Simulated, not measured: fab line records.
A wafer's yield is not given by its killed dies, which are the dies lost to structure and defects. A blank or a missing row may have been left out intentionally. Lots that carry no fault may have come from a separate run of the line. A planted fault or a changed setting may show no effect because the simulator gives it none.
The tool behind it: which one?	flow n5-finfet	24 lots, 72 wafers sampled, at 6 steps of a route of 1938

WHAT THE GAUGES READ, wafer by wafer
N5_BEOL_M12_OVL_MEAS_11. Usual: for V11_OVL the level is 1 nm and the standard deviation is 4.5.
lot	measured	on	V11_OVL (nm)	flag
L074	day 10 12:20	overlay-01	10 3 7	
L076	day 10 20:36	overlay-02	-5 -1 -4	
L075	day 11 03:04	overlay-01	1 4 3	
L077	day 11 20:13	overlay-02	3 0 5	
L078	day 12 07:02	overlay-01	1 -3 0	
L079	day 12 13:52	overlay-01	4 0 -1	
L080	day 12 15:32	overlay-01	2 4 -6	
L083	day 13 10:04	overlay-02	-6 -8 -7	
L081	day 13 11:47	overlay-01	1 -2 -5	
L084	day 13 16:01	overlay-02	6 1 3	
L082	day 14 00:38	overlay-02	1 3 -2	
L085	day 14 02:47	overlay-02	8 10 9	
L086	day 14 13:17	overlay-01	1 -5 -5	
L087	day 14 19:07	overlay-01	5 1 10	
L088	day 15 00:22	overlay-02	5 -1 -2	
L090	day 15 07:58	overlay-01	-4 -10 -6	
L089	day 15 10:25	overlay-02	5 2 3	
L091	day 15 11:43	overlay-02	-2 3 2	
L093	day 15 13:36	overlay-02	-1 -1 5	
L094	day 15 17:10	overlay-01	1 -3 3	
L096	day 15 17:23	overlay-01	6 -1 2	
L092	day 15 20:53	overlay-02	5 9 3	
L095	day 16 21:25	overlay-01	-2 9 -5	
L097	day 17 12:25	overlay-02	11 4 3	

N5_BEOL_M12_CD_MEAS_28: target cd 160.2 nm. Usual: cd-nm at 160.1 nm, with a standard deviation of 1.5.
lot	measured	on	cd-nm (nm)	flag
L074	day 10 13:23	cd-sem-01	157.9 158.6 159.5	
L076	day 10 21:37	cd-sem-02	159.1 161.0 159.3	
L075	day 11 04:17	cd-sem-02	162.1 159.2 160.7	
L077	day 11 21:08	cd-sem-03	161.9 163.4 162.4	
L078	day 12 08:04	cd-sem-01	159.8 161.3 157.1	
L079	day 12 15:00	cd-sem-01	159.6 162.1 159.5	
L080	day 12 16:25	cd-sem-01	161.0 160.0 162.0	
L083	day 13 11:04	cd-sem-03	159.7 162.2 159.4	
L081	day 13 12:40	cd-sem-01	161.6 160.7 159.8	
L084	day 13 16:53	cd-sem-02	158.9 159.2 160.8	
L082	day 14 01:55	cd-sem-02	163.3 161.5 160.8	
L085	day 14 03:40	cd-sem-01	159.9 160.9 160.4	
L086	day 14 14:23	cd-sem-03	161.6 159.9 162.4	
L087	day 14 20:00	cd-sem-01	159.0 160.9 160.6	
L088	day 15 01:28	cd-sem-02	159.8 161.8 160.1	
L090	day 15 08:51	cd-sem-01	159.1 156.8 157.0	
L089	day 15 11:17	cd-sem-02	161.1 163.7 161.8	
L091	day 15 12:36	cd-sem-01	162.7 162.6 160.2	
L093	day 15 15:10	cd-sem-02	160.4 157.7 161.2	
L094	day 15 18:13	cd-sem-03	160.4 158.2 162.0	
L096	day 15 18:22	cd-sem-01	160.7 159.2 162.0	
L092	day 15 21:53	cd-sem-01	159.2 159.1 158.7	
L095	day 16 22:19	cd-sem-01	161.7 158.6 160.8	
L097	day 17 13:17	cd-sem-01	160.3 158.5 159.9	

N5_BEOL_M12_THK_MEAS_50: measures by xrf. Usual: for M12_THK the level is 321 nm and the standard deviation is 4.7.
lot	measured	on	M12_THK (nm)	flag
L074	day 10 16:48	film-metro-01	319 318 318	
L076	day 11 03:14	film-metro-01	317 321 315	
L075	day 11 06:26	film-metro-01	324 322 322	
L077	day 12 03:02	film-metro-01	322 324 322	
L078	day 12 11:37	film-metro-01	320 316 321	
L079	day 12 19:52	film-metro-01	321 323 315	
L080	day 12 20:25	film-metro-01	320 322 321	
L083	day 13 13:56	film-metro-01	317 327 315	
L081	day 13 19:58	film-metro-01	324 320 324	
L084	day 13 22:04	film-metro-01	322 330 328	
L082	day 14 04:55	film-metro-02	313 316 321	
L085	day 14 08:10	film-metro-01	318 324 316	
L086	day 14 17:20	film-metro-02	313 322 320	
L087	day 14 22:36	film-metro-02	317 319 323	
L088	day 15 07:13	film-metro-01	318 320 321	
L090	day 15 11:54	film-metro-01	317 322 332	
L089	day 15 14:46	film-metro-01	318 316 317	
L091	day 15 15:52	film-metro-01	322 322 321	
L093	day 15 18:51	film-metro-02	327 320 326	
L094	day 15 21:10	film-metro-01	317 330 318	
L096	day 15 21:34	film-metro-01	323 319 318	
L092	day 16 01:46	film-metro-02	332 315 314	
L095	day 17 02:55	film-metro-02	324 319 326	
L097	day 17 16:03	film-metro-02	319 328 322	

WHICH TOOL RAN EACH LOT (tool, then ch and the chambers of the sampled wafers, then the start)
lot	N5_BEOL_M11_PRE_CLEAN_45	N5_BEOL_M12_PRE_CLEAN_42	N5_BEOL_M12_SPUTTER_44
L074	pvd-sputter-03, day 10 07:45	pvd-sputter-01, day 10 15:45	pvd-sputter-01, day 10 15:52
L076	pvd-sputter-03, day 10 18:29	pvd-sputter-03, day 11 01:47	pvd-sputter-03, day 11 01:55
L075	pvd-sputter-03, day 11 00:29	pvd-sputter-03, day 11 05:23	pvd-sputter-03, day 11 05:30
L077	pvd-sputter-02, day 11 17:57	pvd-sputter-01, day 12 01:58	pvd-sputter-01, day 12 02:05
L078	pvd-sputter-03, day 12 04:36	pvd-sputter-03, day 12 10:34	pvd-sputter-03, day 12 10:41
L079	pvd-sputter-03, day 12 11:02	pvd-sputter-02, day 12 18:49	pvd-sputter-02, day 12 18:56
L080	pvd-sputter-01, day 12 12:14	pvd-sputter-03, day 12 19:05	pvd-sputter-03, day 12 19:12
L083	pvd-sputter-02, day 13 04:17	pvd-sputter-02, day 13 12:53	pvd-sputter-02, day 13 13:00
L081	pvd-sputter-03, day 13 09:26	pvd-sputter-01, day 13 18:55	pvd-sputter-01, day 13 19:02
L084	pvd-sputter-02, day 13 13:42	pvd-sputter-02, day 13 20:08	pvd-sputter-02, day 13 20:15
L082	pvd-sputter-01, day 13 22:31	pvd-sputter-03, day 14 03:52	pvd-sputter-03, day 14 03:59
L085	pvd-sputter-01, day 14 00:12	pvd-sputter-02, day 14 07:07	pvd-sputter-02, day 14 07:14
L086	pvd-sputter-01, day 14 10:54	pvd-sputter-01, day 14 16:18	pvd-sputter-01, day 14 16:26
L087	pvd-sputter-03, day 14 16:57	pvd-sputter-02, day 14 21:32	pvd-sputter-02, day 14 21:40
L088	pvd-sputter-03, day 14 21:58	pvd-sputter-01, day 15 06:10	pvd-sputter-01, day 15 06:17
L090	pvd-sputter-01, day 15 03:53	pvd-sputter-01, day 15 10:51	pvd-sputter-01, day 15 10:58
L089	pvd-sputter-02, day 15 07:26	pvd-sputter-03, day 15 13:42	pvd-sputter-03, day 15 13:49
L091	pvd-sputter-03, day 15 08:02	pvd-sputter-02, day 15 14:49	pvd-sputter-02, day 15 14:56
L093	pvd-sputter-03, day 15 11:06	pvd-sputter-03, day 15 17:47	pvd-sputter-03, day 15 17:55
L094	pvd-sputter-01, day 15 14:23	pvd-sputter-02, day 15 20:07	pvd-sputter-02, day 15 20:14
L096	pvd-sputter-01, day 15 14:28	pvd-sputter-02, day 15 20:31	pvd-sputter-02, day 15 20:38
L092	pvd-sputter-03, day 15 18:33	pvd-sputter-02, day 16 00:40	pvd-sputter-02, day 16 00:47
L095	pvd-sputter-02, day 16 19:00	pvd-sputter-03, day 17 01:47	pvd-sputter-03, day 17 01:54
L097	pvd-sputter-01, day 17 10:04	pvd-sputter-02, day 17 14:59	pvd-sputter-02, day 17 15:07
- N5_BEOL_M11_PRE_CLEAN_45: time 30 s.
- N5_BEOL_M12_PRE_CLEAN_42: time 30 s.
- N5_BEOL_M12_SPUTTER_44: material Ta, target thk 10 nm, time 16.13 s.

WHAT THE TOOLS THEMSELVES READ (means of the sampled wafers that have a number; where no wafer has one, the mark that the record gives instead)
N5_BEOL_M11_PRE_CLEAN_45. Usual: heater-power-w at 325 W, with a standard deviation of 34.
lot	tool	heater-power-w (W)	flag
L074	pvd-sputter-03	329	
L076	pvd-sputter-03	335	
L075	pvd-sputter-03	315	
L077	pvd-sputter-02	340	
L078	pvd-sputter-03	349	
L079	pvd-sputter-03	323	
L080	pvd-sputter-01	310	
L083	pvd-sputter-02	337	
L081	pvd-sputter-03	340	
L084	pvd-sputter-02	325	
L082	pvd-sputter-01	316	
L085	pvd-sputter-01	331	
L086	pvd-sputter-01	315	
L087	pvd-sputter-03	326	
L088	pvd-sputter-03	336	
L090	pvd-sputter-01	311	
L089	pvd-sputter-02	337	
L091	pvd-sputter-03	328	
L093	pvd-sputter-03	295	
L094	pvd-sputter-01	308	
L096	pvd-sputter-01	339	
L092	pvd-sputter-03	337	
L095	pvd-sputter-02	318	
L097	pvd-sputter-01	339	

N5_BEOL_M12_PRE_CLEAN_42. Usual: heater-power-w at 323 W, with a standard deviation of 31.
lot	tool	heater-power-w (W)	flag
L074	pvd-sputter-01	312	
L076	pvd-sputter-03	302	
L075	pvd-sputter-03	340	
L077	pvd-sputter-01	339	
L078	pvd-sputter-03	288	
L079	pvd-sputter-02	337	
L080	pvd-sputter-03	336	
L083	pvd-sputter-02	328	
L081	pvd-sputter-01	339	
L084	pvd-sputter-02	314	
L082	pvd-sputter-03	288	
L085	pvd-sputter-02	325	
L086	pvd-sputter-01	314	
L087	pvd-sputter-02	324	
L088	pvd-sputter-01	312	
L090	pvd-sputter-01	334	
L089	pvd-sputter-03	300	
L091	pvd-sputter-02	302	
L093	pvd-sputter-03	307	
L094	pvd-sputter-02	303	
L096	pvd-sputter-02	335	
L092	pvd-sputter-02	319	
L095	pvd-sputter-03	308	
L097	pvd-sputter-02	322	

N5_BEOL_M12_SPUTTER_44. Usual: substrate-temp-c 49.98 C, standard deviation 0.12; throttle-valve-pct 29.4 %, standard deviation 0.85.
lot	tool	substrate-temp-c (C)	throttle-valve-pct (%)	flag
L074	pvd-sputter-01	50.09	30.5	
L076	pvd-sputter-03	50.08	29.1	
L075	pvd-sputter-03	49.94	29.3	
L077	pvd-sputter-01	50.03	30.2	
L078	pvd-sputter-03	50.00	28.9	
L079	pvd-sputter-02	49.88	28.9	
L080	pvd-sputter-03	50.10	29.4	
L083	pvd-sputter-02	49.95	29.7	
L081	pvd-sputter-01	50.01	31.1	
L084	pvd-sputter-02	50.01	29.3	
L082	pvd-sputter-03	50.10	29.0	
L085	pvd-sputter-02	49.89	29.1	
L086	pvd-sputter-01	49.96	29.9	
L087	pvd-sputter-02	50.05	29.1	
L088	pvd-sputter-01	50.06	30.5	
L090	pvd-sputter-01	49.88	30.7	
L089	pvd-sputter-03	50.02	29.1	
L091	pvd-sputter-02	50.05	29.0	
L093	pvd-sputter-03	49.98	29.2	
L094	pvd-sputter-02	49.93	28.9	
L096	pvd-sputter-02	49.91	29.2	
L092	pvd-sputter-02	49.99	29.3	
L095	pvd-sputter-03	50.02	29.0	
L097	pvd-sputter-02	50.00	28.8	

THE ANSWER, worked out from the rows above alone
Rule: a lot counts as off when the mean over its wafers that have a number is more than 3 standard deviations away from the usual mean. Also off: a lot with no number at a reading for which 4 or more lots have one. Where the step has rows for the other lots, those lots are counted as sound. After the gauges, taken in route order, come the tools' own readings; for these a lot's mean is taken, as printed above. The first step at which some lot is off is used, and at that step the reading that is off furthest; a lot without a number counts as furthest.
Nothing can be told from this: no lot is off at any reading shown.

WHAT THE SIMULATOR HAD PUT IN
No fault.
